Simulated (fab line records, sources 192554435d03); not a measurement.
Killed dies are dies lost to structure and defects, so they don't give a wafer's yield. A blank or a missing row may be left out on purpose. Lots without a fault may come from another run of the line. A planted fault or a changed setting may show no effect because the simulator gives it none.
A struck lot beside a sound one | flow n5_finfet | 39 steps out of a route of 1938
Sound: wafers L481.1, L481.4, L481.6. Struck: wafers L484.1, L484.4, L484.6. The cause comes at the end.
At each step with rows: each side's tool, then ch and its chambers, then its first start. Under that, the readings that differ: sound wafers | struck wafers | difference of the means | sigmas: that difference in standard deviations of wafers without a fault.
alike: readings whose means differ by less than 2 such deviations, and words and numbers that are the same on both sides. not compared: withheld readings, readings that some wafer has no value for, bounds like >300 that may hide the same value, and numbers for which the record gives no deviation and whose values overlap.
The two part at a step that has a row with sigmas, a row that says differs or no value, or rows on one side only. Numbers that don't overlap but have no deviation are shown without sigmas and don't part them. A reading that every wafer of one side lacks parts them only if that side has two wafers or more.

first, 9 steps without rows for these wafers: N5_BEOL_M4_ANNEAL_95 (time 240 s); N5_BEOL_M4_SPUTTER_96 (material Cu, target thk 4.5 nm, time 8.29 s); N5_BEOL_M4_ECD_50 (material Cu, target thk 300 nm); N5_BEOL_M4_ANNEAL_51 (time 90 s); N5_BEOL_M4_CMP_52 (polishes, stops on SiOC, t overpolish 6.8 s, target thk 40 nm); N5_BEOL_M4_PRE_CLEAN_60 (time 15 s); N5_BEOL_M4_CO_CAP_55 (material Co, precursor CCTBA/H2, target thk 2 nm, time 102.1 s); N5_BEOL_M4_PRE_CLEAN_56 (time 15 s); N5_BEOL_M4_DEP_57 (deposits SiCN from 3MS/NH3, target thk 8 nm, time 14 s).
N5_BEOL_M4_RC_MEAS_101:
  sound on prober-01 ch 0, day 9 10:23; struck on prober-02 ch 0, day 10 20:44
  alike: DIBL_N, DIBL_P, IOFF_N, IOFF_P, ION_N, ION_P, SS_N, SS_P, VT_N, VT_P
then, 24 steps without rows for these wafers: N5_BEOL_M5_ILD_DEP_00 (deposits SiCOH lowk from DEMS/porogen, target thk 140.64 nm, time 25.9 s); N5_BEOL_M5_CURE_79 (cures SiCOH lowk, time 240 s); N5_BEOL_M5_PECVD_70 (deposits SiO2 from TEOS/O2, target thk 16 nm, time 18 s); N5_BEOL_M5_HM_DEP_02 (deposits TiN, target thk 20 nm); N5_BEOL_M5_COAT_59 (time 60 s, resist thk 60 nm); N5_BEOL_M5_COAT_60 (time 60 s, resist thk 12 nm); N5_BEOL_M5_COAT_71 (time 60 s, resist thk 5 nm); N5_BEOL_M5_COAT_05 (resist thk 30 nm); N5_BEOL_M5_EBR_07; N5_BEOL_M5_SOFTBAKE_06 (time 60 s); N5_BEOL_M5_EXPOSE_08 (exposes mask M5, target cd 28 nm); N5_BEOL_M5_PEB_09 (peb time 60 s); N5_BEOL_M5_DEVELOP_10 (develop time 30 s); N5_BEOL_M5_DESCUM_16 (chemistry O2, time 7 s); N5_BEOL_M5_ETCH_72 (etches underlayer in N2/H2, target depth 6.5 nm, time 5.2 s); N5_BEOL_M5_ETCH_61 (etches SiARC in CF4, target depth 15.6 nm, time 26 s); N5_BEOL_M5_ETCH_62 (etches SOC in N2/H2, target depth 75 nm, overetch 15 nm, time 112.5 s); N5_BEOL_M5_STRIP_63 (strips in N2/H2); N5_BEOL_M5_STRIP_73 (strips in N2/H2); N5_BEOL_M5_STRIP_64 (strips in CF4); N5_BEOL_M5_HM_OPEN_17 (chemistry Cl2/BCl3, target TiN, target depth 20 nm, overetch 6 nm); N5_BEOL_M5_STRIP_19 (strips in O2); N5_BEOL_M5_COAT_65 (time 60 s, resist thk 60 nm); N5_BEOL_M5_COAT_66 (time 60 s, resist thk 12 nm).
N5_BEOL_M5_CMP_52: polishes, stops on SiCOH lowk, t overpolish 6.9 s, target thk 62 nm.
  sound on cmp-01 ch 0,1,2, day 9 20:49; struck on cmp-01 ch 0,1,2, day 11 10:23
  no value came back on the struck wafers for any of 6 readings (barrier_field_endpoint_s (s), clearing_platen_down_force_psi (psi) and others); on the sound wafers barrier_field_endpoint_s (s) reads 24.6 24.8 24.0
  reading                                    | sound          | struck          | difference | sigmas
  model.Cu_of_BEOL_M5_ECD_50.thk_nm (nm)     | 62.2 61.4 59.6 | 298.8 294.8 301 | +237.1     |
  model.SiO2_of_BEOL_M5_PECVD_70.thk_nm (nm) | 0 0 0          | 15.6 16 16.2    | +15.9      |
  not compared: model.SiCOH_lowk_of_BEOL_M5_ILD_DEP_00.thk_nm
N5_BEOL_M5_THK_MEAS_53: measures by xrf.
  sound on film_metro-01, day 9 21:02; struck on film_metro-02, day 11 10:37
  reading     | sound          | struck            | difference | sigmas
  M5_THK (nm) | 62.8 61.6 59.8 | 298.6 294.6 302.2 | +237.1     | +99 or more
N5_BEOL_M5_RS_MEAS_57: measures by four-point-probe.
  sound on film_metro-02, day 9 21:17; struck on film_metro-01, day 11 10:52
  reading        | sound             | struck            | difference | sigmas
  M5_RS (ohm/sq) | 0.385 0.391 0.405 | 0.054 0.055 0.054 | -0.339     | -26
N5_BEOL_M5_INSPECT_58: inspects for defects (darkfield).
  sound on defect_inspect-02, day 9 21:19; struck on defect_inspect-01, day 11 10:54
  reading          | sound     | struck         | difference | sigmas
  raw_defect_count | 61 103 73 | 1983 1941 1981 | +1889      | +76
-- the record jumps here: 4 days lie between the struck wafers' starts before and after (it left off in module BEOL_M5 and takes up again in module PASSIVATION, whose first step shown is number 1936 of the route) --
N5_PASSIVATION_PROBE_49:
  sound on prober-01, day 13 21:14; struck on prober-01, day 15 06:34
  reading                  | sound          | struck         | difference | sigmas
  defect_limited_yield (%) | 90.8 91.5 92.4 | 0 0 0          | -92        | -65
  killed_at_M4_up          | 13 17 13       | 1084 1097 1089 | +1076      | +99 or more
  killed_dies              | 108 100 90     | 1180 1180 1180 | +1081      | +64
  killed_on_rim            | 13 14 15       | 152 152 152    | +138       | +39
  sort_n_pass              | 1072 1080 1090 | 0 0 0          | -1081      | -64
  sort_yield_pct (%)       | 90.8 91.5 92.4 | 0 0 0          | -92        | -65
  alike: killed_at_M0_to_M3, killed_at_contacts, killed_at_front_end, killed_at_other, killed_open, killed_short, sort_bin_5_function, sort_bin_6_memory

WHERE THEY PART
First at N5_BEOL_M5_CMP_52; last, within this record, at N5_PASSIVATION_PROBE_49.

WHY: what the simulator had put in
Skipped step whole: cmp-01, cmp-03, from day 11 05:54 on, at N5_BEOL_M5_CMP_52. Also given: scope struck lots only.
